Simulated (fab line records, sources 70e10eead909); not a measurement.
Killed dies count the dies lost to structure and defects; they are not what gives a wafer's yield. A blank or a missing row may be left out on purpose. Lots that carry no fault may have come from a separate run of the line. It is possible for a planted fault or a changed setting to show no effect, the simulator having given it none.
What tool caused it? | flow nand_harc | Sampling: 12 lots, 36 wafers, 6 of 1302 route steps

== WHAT THE GAUGES SHOWED, per wafer ==
NHARC_A_START_INSPECT_01.
lot  | measured     | on                | raw_defect_count
L533 | day 8 01:35  | defect_inspect-01 | 5 3 4
L534 | day 8 09:17  | defect_inspect-02 | 2 3 3
L535 | day 9 00:13  | defect_inspect-01 | 4 4 1
L536 | day 9 01:07  | defect_inspect-02 | 2 5 3
L539 | day 10 14:05 | defect_inspect-02 | 3 4 3
L541 | day 11 06:01 | defect_inspect-02 | 1 1 1
L542 | day 11 14:36 | defect_inspect-02 | 4 2 5
L547 | day 13 21:50 | defect_inspect-02 | 5 3 3
L549 | day 14 19:25 | defect_inspect-02 | 7 4 5
L550 | day 15 01:03 | defect_inspect-01 | 1 5 2
L551 | day 15 12:48 | defect_inspect-01 | 3 8 4
L552 | day 15 20:09 | defect_inspect-01 | 5 7 6

NHARC_A_ONON_D1_THK_MEAS_24: measures by ellipsometry.
lot  | measured     | on            | thk_nm (nm)
L533 | day 9 12:04  | film_metro-01 | 990 991 989
L534 | day 9 20:16  | film_metro-02 | 1007 1006 1006
L535 | day 10 11:32 | film_metro-02 | 1022 1022 1020
L536 | day 10 11:31 | film_metro-01 | 986 985 986
L539 | day 12 04:14 | film_metro-01 | 705 707 705
L541 | day 12 16:10 | film_metro-02 | 708 706 708
L542 | day 13 07:13 | film_metro-01 | 717 718 718
L547 | day 15 10:05 | film_metro-02 | 999 1000 1002
L549 | day 16 07:03 | film_metro-02 | 998 1000 998
L550 | day 16 14:40 | film_metro-01 | 1005 1008 1006
L551 | day 16 23:20 | film_metro-01 | 1003 1000 1001
L552 | day 17 09:20 | film_metro-02 | 1013 1012 1015

NHARC_A_ONON_D1_INSPECT_32.
lot  | measured     | on                | raw_defect_count
L533 | day 9 13:44  | defect_inspect-01 | 59 32 55
L534 | day 9 21:57  | defect_inspect-02 | 51 48 46
L535 | day 10 13:28 | defect_inspect-02 | 51 88 46
L536 | day 10 13:10 | defect_inspect-01 | 119 91 96
L539 | day 12 05:55 | defect_inspect-02 | 70 39 50
L541 | day 12 17:52 | defect_inspect-01 | 49 49 21
L542 | day 13 09:02 | defect_inspect-01 | 65 32 81
L547 | day 15 11:49 | defect_inspect-01 | 42 52 49
L549 | day 16 08:43 | defect_inspect-01 | 81 83 78
L550 | day 16 16:28 | defect_inspect-02 | 89 57 122
L551 | day 17 01:00 | defect_inspect-02 | 34 50 37
L552 | day 17 11:05 | defect_inspect-01 | 74 82 118

NHARC_END_SORT_01.
lot  | measured     | on        | killed_at_array | killed_at_other | killed_at_periphery | killed_dies | killed_open | killed_short
L539 | day 28 15:27 | prober-01 | 669 665 670     | 1 4 3           | 7 8 4               | 677 677 677 | 6 4 2       | 4 3 3
L541 | day 28 21:36 | prober-01 | 665 662 668     | 1 2 1           | 11 13 8             | 677 677 677 | 3 3 3       | 2 5 2
L542 | day 29 06:41 | prober-02 | 674 674 674     | 1 1 1           | 2 2 2               | 677 677 677 | 2 3 4       | 1 2 3

== WHAT TOOL EACH LOT RAN ON (gives the tool, then ch and the chambers of the sampled wafers, and finally the start) ==
lot  | NHARC_A_ZERO_WELL_DESCUM_12        | NHARC_A_ONON_D1_DEP_22
L533 | rie_diel-12 ch 0,3, day 8 02:36    | pecvd_onon-04 ch 0, day 9 11:37
L534 | rie_diel-12 ch 0,1,3, day 8 10:17  | pecvd_onon-02 ch 0, day 9 19:46
L535 | rie_diel-12 ch 1,2, day 9 01:05    | pecvd_onon-04 ch 0, day 10 11:01
L536 | rie_diel-02 ch 1,2,3, day 9 02:08  | pecvd_onon-02 ch 0, day 10 11:01
L539 | rie_diel-02 ch 0,1,2, day 10 15:05 | pecvd_onon-02 ch 0, day 12 03:50
L541 | rie_diel-12 ch 0,1, day 11 06:53   | pecvd_onon-02 ch 0, day 12 15:40
L542 | rie_diel-12 ch 2,3, day 11 15:35   | pecvd_onon-02 ch 0, day 13 06:43
L547 | rie_diel-12 ch 0,1,2, day 13 22:51 | pecvd_onon-01 ch 0, day 15 09:38
L549 | rie_diel-12 ch 0,1,2, day 14 20:25 | pecvd_onon-04 ch 0, day 16 06:40
L550 | rie_diel-12 ch 0,3, day 15 02:02   | pecvd_onon-01 ch 0, day 16 14:10
L551 | rie_diel-12 ch 1,2,3, day 15 13:48 | pecvd_onon-04 ch 0, day 16 22:49
L552 | rie_diel-12 ch 0,1,3, day 15 21:01 | pecvd_onon-01 ch 0, day 17 08:56
- NHARC_A_ZERO_WELL_DESCUM_12: chemistry O2, time 3 s.
- NHARC_A_ONON_D1_DEP_22: target thk 1000 nm.

== WHAT THE TOOLS THEMSELVES READ (means of the sampled wafers that have a number; where no wafer has one, the mark that the record gives instead) ==
NHARC_A_ZERO_WELL_DESCUM_12.
lot  | tool        | drypump_motor_current_A (A) | mfc_ar_sccm (sccm) | oes_product_au (a.u.) | rf_vpp_V (V) | showerhead_plenum_p_Torr (Torr) | throttle_valve_pct (%)
L533 | rie_diel-12 | 5.0                         | 0.013              | 0.985                 | 58.7         | 1.94                            | 11.319
L534 | rie_diel-12 | 5.2                         | 0.007              | 1.001                 | 56.6         | 1.91                            | 11.313
L535 | rie_diel-12 | 5.8                         | 0.000              | 1.010                 | 58.2         | 1.94                            | 11.305
L536 | rie_diel-02 | 5.8                         | 0.008              | 1.001                 | 56.5         | 1.87                            | 11.321
L539 | rie_diel-02 | 5.3                         | 0.006              | 1.000                 | 57.8         | 1.88                            | 11.302
L541 | rie_diel-12 | 5.4                         | 0.000              | 1.018                 | 57.9         | 1.89                            | 11.315
L542 | rie_diel-12 | 5.8                         | 0.007              | 0.992                 | 58.2         | 1.97                            | 11.313
L547 | rie_diel-12 | 5.5                         | 0.000              | 0.996                 | 57.7         | 1.90                            | 11.311
L549 | rie_diel-12 | 5.5                         | 0.000              | 0.994                 | 57.2         | 1.90                            | 11.309
L550 | rie_diel-12 | 5.0                         | 0.013              | 1.008                 | 57.9         | 1.93                            | 11.314
L551 | rie_diel-12 | 5.6                         | 0.007              | 0.995                 | 57.6         | 1.96                            | 11.313
L552 | rie_diel-12 | 5.2                         | 0.007              | 1.015                 | 57.9         | 1.91                            | 11.308

NHARC_A_ONON_D1_DEP_22.
lot  | tool          | nh3_flow_sccm (sccm) | sih4_flow_sccm (sccm)
L533 | pecvd_onon-04 | 499.5                | 210.5
L534 | pecvd_onon-02 | 501.6                | 209.6
L535 | pecvd_onon-04 | 501.1                | 210.0
L536 | pecvd_onon-02 | 498.3                | 210.2
L539 | pecvd_onon-02 | 500.4                | 210.1
L541 | pecvd_onon-02 | 499.4                | 210.3
L542 | pecvd_onon-02 | 502.0                | 209.0
L547 | pecvd_onon-01 | 499.0                | 210.1
L549 | pecvd_onon-04 | 500.9                | 209.6
L550 | pecvd_onon-01 | 499.3                | 209.4
L551 | pecvd_onon-04 | 500.9                | 211.0
L552 | pecvd_onon-01 | 499.4                | 210.0

== THE ANSWER, worked out from the rows above alone ==
Rule: the usual values come from the lots themselves. Put in order of their means at a reading, lots are off if they are a third of the lots or fewer, leave a main group of 4 or more, and stand apart from it by a gap of 3 or more times the standard deviation of the main group's means; of several such gaps the widest counts. A main group is skipped when, at the precision printed for the reading in the tables above, its means are all equal. A lot without any number at a reading at which 4 lots or more have one is off too. All remaining lots with rows at the step are treated as sound. Order of review: gauges by route order, followed by the tools' own readings, for which a lot's mean as printed above is used. The first step at which some lot is off is used, and at that step the reading that is off furthest; a lot without a number counts as furthest.
Off at NHARC_A_ONON_D1_THK_MEAS_24 (thk_nm): L539, L541, L542. The main group has a mean of 1003 nm with a standard deviation of 10.
A tool fits if, at a process step before that reading, it ran every lot that is off, and no sound lot after the first of them. Those tools and the gauges at NHARC_A_ONON_D1_THK_MEAS_24 are tried in the same way. One fits: NHARC_A_ONON_D1_DEP_22 on pecvd_onon-02. A fault onset in the window from L536 (day 10 11:01, its last sound lot) to L539 (day 12 03:50, its first lot off) fits.

== WHAT WAS PUT IN BY THE SIMULATOR ==
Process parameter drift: pecvd_onon-02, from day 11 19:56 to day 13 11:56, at NHARC_A_ONON_D1_DEP_22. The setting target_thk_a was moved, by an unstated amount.
Shown lots that were struck: L539, L541, L542. The rule given above showed the same thing.
